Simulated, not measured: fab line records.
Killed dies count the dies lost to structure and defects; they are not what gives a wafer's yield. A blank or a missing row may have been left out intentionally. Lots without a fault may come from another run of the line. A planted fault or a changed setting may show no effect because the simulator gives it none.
Matching of chambers + flow n5 finfet + N5_MOL_CONTACT_COAG_ETCHBACK_132 on rie diel-03 has 4 sister chambers
The step etches SiO2 in CHF3, target depth 10 nm, time 6.7 s. 14 wafers are shown with their chamber, then 7 later ones without.

## WAFERS, EACH WITH ITS CHAMBER
| wafer  | chamber | drypump motor current A (A) | throttle valve pct (%) | rf vpp V (V) |
|--------|---------|-----------------------------|------------------------|--------------|
| L944.1 | 3       | 6.6                         | 18.53                  | 534          |
| L944.2 | 1       | 5.7                         | 19.13                  | 523          |
| L944.6 | 2       | 5.7                         | 19.18                  | 522          |
| L950.1 | 2       | 5.7                         | 18.73                  | 533          |
| L950.4 | 0       | 5.3                         | 18.74                  | 528          |
| L950.5 | 0       | 5.4                         | 18.74                  | 526          |
| L957.1 | 3       | 6.6                         | 18.54                  | 535          |
| L957.5 | 0       | 5.3                         | 18.77                  | 527          |
| L957.6 | 3       | 6.6                         | 18.54                  | 536          |
| L959.1 | 2       | 5.7                         | 18.75                  | 532          |
| L959.3 | 3       | 6.6                         | 18.54                  | 535          |
| L959.4 | 2       | 5.7                         | 18.77                  | 532          |
| L963.1 | 0       | 5.3                         | 18.78                  | 528          |
| L963.5 | 3       | 6.6                         | 18.56                  | 535          |

SIGNATURES, as means of the wafers listed above
| reading                 | chamber 0 | chamber 1 | chamber 2 | chamber 3 | scatter within a chamber |
|-------------------------|-----------|-----------|-----------|-----------|--------------------------|
| drypump motor current A | 5.325     | 5.700     | 5.700     | 6.600     | 0.0274                   |
| throttle valve pct      | 18.7575   | 19.1300   | 18.8575   | 18.5420   | 0.119                    |
| rf vpp V                | 527.25    | 523.00    | 529.75    | 535.00    | 2.92                     |
Rule: distance of a wafer from a chamber = root of the sum over the readings of ((wafer's reading minus chamber's mean) / reading's scatter) squared. The wafer belongs to the nearest chamber; if the next one is less than 2 further off, it can't be placed. The scatter: the root of (the sum of the squares of (reading less its chamber's mean) over the shown wafers, divided by (wafers less chambers)).

## WAFERS WITH NO CHAMBER GIVEN
| wafer  | drypump motor current A (A) | throttle valve pct (%) | rf vpp V (V) |
|--------|-----------------------------|------------------------|--------------|
| L963.6 | 5.7                         | 18.78                  | 523          |
| L965.1 | 5.7                         | 18.78                  | 520          |
| L965.2 | 6.6                         | 18.56                  | 534          |
| L965.4 | 5.7                         | 18.77                  | 532          |
| L966.2 | 5.4                         | 18.79                  | 525          |
| L966.3 | 5.7                         | 18.79                  | 531          |
| L966.5 | 5.3                         | 18.82                  | 527          |

## CHAMBER TAKEN BY EACH
| wafer  | from the rows above     | in truth |
|--------|-------------------------|----------|
| L963.6 | can't be placed: 2 or 1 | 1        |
| L965.1 | can't be placed: 1 or 2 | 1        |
| L965.2 | 3                       | 3        |
| L965.4 | 2                       | 2        |
| L966.2 | 0                       | 0        |
| L966.3 | 2                       | 2        |
| L966.5 | 0                       | 0        |
Correct placement for 5 of the 7. From these rows, 2 cannot be placed; in 2 the true chamber is one of the candidates. Placed wrongly: 0.
